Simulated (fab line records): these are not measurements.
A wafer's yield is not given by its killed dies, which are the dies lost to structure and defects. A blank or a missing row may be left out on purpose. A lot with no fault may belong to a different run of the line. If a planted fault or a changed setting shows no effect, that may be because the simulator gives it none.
Comparing a struck lot with a sound one | flow nand_harc | 40 steps out of a route of 1302
Sound: wafers L362.1, L362.2, L362.4. The struck wafers were L372.4, L372.5, L372.6. The cause is given at the end.
Order at every step that has rows: each side's tool, ch and its chambers, its first start. Under that, the readings that differ: sound wafers | struck wafers | difference of the means | sigmas: that difference in standard deviations of wafers without a fault.
alike: readings with means less than 2 such deviations apart, plus words and numbers identical on both sides. not compared: withheld readings, readings lacking a value on some wafer, bounds such as >300 that could conceal the same value, and numbers that have no deviation in the record and whose values overlap.
Wherever a step has rows on one side only, a row that says differs or no value, or a row with sigmas, the two part there. Non-overlapping numbers with no deviation appear without sigmas and do not part them. A reading missing from all wafers of one side parts the sides only when that side holds two or more wafers.

first, 1 step without rows for these wafers: NHARC_P_M0_DEVELOP_08 (develop time 35 s).
NHARC_P_M0_CD_MEAS_09: target cd 90 nm.
  sound on cd_sem-02 ch 0, day 9 05:56; struck on cd_sem-01 ch 0, day 13 00:16
  alike: cd_nm
NHARC_P_M0_OVL_MEAS_10: pitch 180 nm.
  sound on overlay-01, day 9 06:01; struck on overlay-01, day 13 00:21
  alike: overlay_x_nm, overlay_y_nm
NHARC_P_M0_INSPECT_11:
  sound on defect_inspect-02, day 9 06:03; struck on defect_inspect-01, day 13 00:23
  alike: raw_defect_count
then, 1 step without rows for these wafers: NHARC_P_M0_DESCUM_14 (chemistry O2, time 3 s).
NHARC_P_M0_ETCH_34: etches the open film in N2/H2, target depth 40 nm, overetch 12 nm, time 43.94 s.
  sound on rie_diel-04 ch 1,2,3, day 9 06:13; struck on rie_diel-11 ch 0,1,2, day 13 00:34
  reading                | sound | struck | difference                    | sigmas
  rf_hours_counter_h (h) | 2 2 2 | - - -  | no value on the struck wafers |
  alike: chamber_pressure_mTorr, drypump_motor_current_A, oes_product_au, rf_fwd_power_W, rf_vpp_V, showerhead_plenum_p_Torr, throttle_valve_pct
NHARC_P_M0_ETCH_15: etches the open film in C4F8/Ar, target depth 150 nm, overetch 15 nm, time 82.5 s.
  sound: rie_diel-04 ch 0,1,3; struck: rie_diel-11 ch 0,1,2
  reading                | sound | struck | difference                    | sigmas
  rf_hours_counter_h (h) | 2 2 2 | - - -  | no value on the struck wafers |
  alike: chamber_pressure_mTorr, oes_product_au, rf_fwd_power_W, rf_vpp_V
NHARC_P_M0_CD_MEAS_16:
  sound on cd_sem-02, day 9 06:25; struck on cd_sem-02, day 13 01:16
  alike: cd_nm
then, 3 steps without rows for these wafers: NHARC_P_M0_STRIP_18 (strips in N2/H2); NHARC_P_M0_STRIP_19 (strips in post etch residue remover, time 600 s); NHARC_P_M0_DEGAS_28 (time 60 s).
NHARC_P_M0_PRE_CLEAN_29: time 30 s.
  sound on pvd_sputter-02; struck on pvd_sputter-01
  alike: heater_power_w
NHARC_P_M0_PVD_20: deposits TaN, target thk 5 nm, time 8.06 s.
  sound on pvd_sputter-02, day 9 07:09; struck on pvd_sputter-01, day 13 02:05
  alike: throttle_valve_pct
then, 2 steps without rows for these wafers: NHARC_P_M0_PVD_21 (deposits Cu, target thk 30 nm, time 20.49 s); NHARC_P_M0_ECD_22 (material Cu, target thk 400 nm).
NHARC_P_M0_ANNEAL_30: time 90 s.
  sound on rtp_anneal-01 ch 0, day 9 07:46; struck on rtp_anneal-01 ch 0, day 13 02:52
  alike: wafer_temp_C_max
NHARC_P_M0_CMP_23: polishes, t overpolish 20 s, target thk 117.54 nm.
  sound on cmp-02 ch 0,1,2, day 9 08:07; struck on cmp-02 ch 0,1,3, day 13 03:06
  alike: motor_current_A, time_to_endpoint_s
NHARC_P_M0_THK_MEAS_24: measures by xrf.
  sound on film_metro-01, day 9 08:26; struck on film_metro-01, day 13 03:22
  alike: thk_nm
then, 13 steps without rows for these wafers: NHARC_P_M0_SRD_25; NHARC_P_M0_PRE_CLEAN_31 (time 12 s); NHARC_P_M0_DEP_32 (deposits SiCN, target thk 30 nm); NHARC_P_M1_DEP_00 (deposits SiOC, target thk 182.5 nm); NHARC_P_M1_DEHYDRATE_01 (time 120 s); NHARC_P_M1_HMDS_02 (time 30 s); NHARC_P_M1_COAT_34 (time 65 s); NHARC_P_M1_COAT_03 (resist thk 90 nm); NHARC_P_M1_SOFTBAKE_04 (time 55 s); NHARC_P_M1_EBR_05; NHARC_P_M1_EXPOSE_06 (exposes mask P M1, target cd 130 nm); NHARC_P_M1_PEB_07 (peb time 65 s); NHARC_P_M1_DEVELOP_08 (develop time 35 s).
NHARC_P_M1_CD_MEAS_09: target cd 130 nm.
  sound on cd_sem-03 ch 0, day 9 09:57; struck on cd_sem-02 ch 0, day 13 04:50
  alike: cd_nm
NHARC_P_M1_OVL_MEAS_10: pitch 260 nm.
  sound on overlay-02, day 9 10:02; struck on overlay-01, day 13 04:55
  alike: overlay_x_nm, overlay_y_nm
then, 3 steps without rows for these wafers: NHARC_P_M1_DESCUM_14 (chemistry O2, time 3 s); NHARC_P_M1_ETCH_35 (etches the open film in N2/H2, target depth 40 nm, overetch 12 nm, time 43.94 s); NHARC_P_M1_ETCH_15 (etches the open film in C4F8/Ar, target depth 182.5 nm, time 91.2 s).
NHARC_P_M1_CD_MEAS_16:
  sound on cd_sem-01, day 9 10:27; struck on cd_sem-02, day 13 05:19
  alike: cd_nm
then, 2 steps without rows for these wafers: NHARC_P_M1_STRIP_18 (strips in N2/H2); NHARC_P_M1_ETCH_28 (etches the open film in CF4/N2, target depth 30 nm, time 72.99 s).
-- break in the record here, with 18 days between the starts of the struck wafers on either side (left off in module P_M1, picked up again in module END, where the first step shown is number 1302 on the route) --
NHARC_END_SORT_01:
  at this point the record logs the struck wafers (prober-01 ch 0, day 30 17:41) and has no rows for the sound ones

WHERE THEY PART
Last at NHARC_END_SORT_01 as far as this record goes, first at NHARC_P_M0_ETCH_34.

WHY: the cause the simulator had injected
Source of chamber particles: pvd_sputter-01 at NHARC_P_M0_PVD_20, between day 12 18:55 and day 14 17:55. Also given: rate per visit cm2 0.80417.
